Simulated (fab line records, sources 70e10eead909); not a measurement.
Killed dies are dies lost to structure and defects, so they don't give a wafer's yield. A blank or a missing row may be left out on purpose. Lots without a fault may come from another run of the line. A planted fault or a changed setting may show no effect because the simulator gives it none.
A struck lot beside a sound one | flow nand_harc | 15 steps out of a route of 1159
Sound: wafers L205.2, L205.5, L205.6. Struck: wafers L215.2, L215.4, L215.5. The cause comes at the end.
At each step with rows: each side's tool, then ch and its chambers, then its first start. Under that, the readings that differ: sound wafers | struck wafers | difference of the means | sigmas: that difference in standard deviations of wafers without a fault.
alike: readings whose means differ by less than 2 such deviations, and words and numbers that are the same on both sides. not compared: withheld readings, readings that some wafer has no value for, bounds like >300 that may hide the same value, and numbers for which the record gives no deviation and whose values overlap.
The two part at a step that has a row with sigmas, a row that says differs or no value, or rows on one side only. Numbers that don't overlap but have no deviation are shown without sigmas and don't part them. A reading that every wafer of one side lacks parts them only if that side has two wafers or more.

first, 4 steps without rows for these wafers: NHARC_P_GATE_PRECLEAN_71 (cleans in SC1); NHARC_P_GATE_SRD_72; NHARC_P_GATE_OXIDE_16 (material SiO2, target thk 3 nm, ox time 392 s); NHARC_P_GATE_CVD_17 (deposits poly-Si, target thk 150 nm, time 900 s).
NHARC_P_GATE_HM_DEP_102: deposits aC, target thk 120 nm.
  sound on acl_dep-03 ch 0, day 4 15:29; struck on acl_dep-01 ch 0, day 7 21:21
  alike: throttle_valve_pct
NHARC_P_GATE_DEP_103: deposits SiON, target thk 30 nm.
  sound on pecvd-02 ch 0,1, day 4 16:03; struck on pecvd-01 ch 0,2, day 7 22:12
  alike: heater_power_w
then, 6 steps without rows for these wafers: NHARC_P_GATE_DEHYDRATE_18 (time 120 s); NHARC_P_GATE_HMDS_19 (time 30 s); NHARC_P_GATE_COAT_20 (resist thk 90 nm); NHARC_P_GATE_SOFTBAKE_21 (time 55 s); NHARC_P_GATE_EBR_22; NHARC_P_GATE_EXPOSE_23 (exposes mask P GATE, target cd 120 nm).
NHARC_P_GATE_PEB_24: peb time 65 s.
  sound on litho_track-01 ch 0, day 4 16:40; struck on litho_track-06 ch 0, day 7 22:51
  reading                  | sound             | struck            | difference | sigmas
  heater_power_total_W (W) | 157.1 156.2 157.0 | 346.9 345.1 347.2 | +189.6     | +99 or more
then, 1 step without rows for these wafers: NHARC_P_GATE_DEVELOP_25 (develop time 35 s).
NHARC_P_GATE_CD_MEAS_26: target cd 120 nm.
  sound on cd_sem-02 ch 0, day 4 16:45; struck on cd_sem-02 ch 0
  reading    | sound             | struck            | difference | sigmas
  cd_nm (nm) | 119.5 119.5 119.4 | 186.1 185.4 185.5 | +66.2      | +99 or more
  not compared: hold

WHERE THEY PART
First at NHARC_P_GATE_PEB_24; last, within this record, at NHARC_P_GATE_CD_MEAS_26.

WHY: what the simulator had put in
Process parameter drift: litho_track-06, from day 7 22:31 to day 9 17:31, at NHARC_P_GATE_PEB_24. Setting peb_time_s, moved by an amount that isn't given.
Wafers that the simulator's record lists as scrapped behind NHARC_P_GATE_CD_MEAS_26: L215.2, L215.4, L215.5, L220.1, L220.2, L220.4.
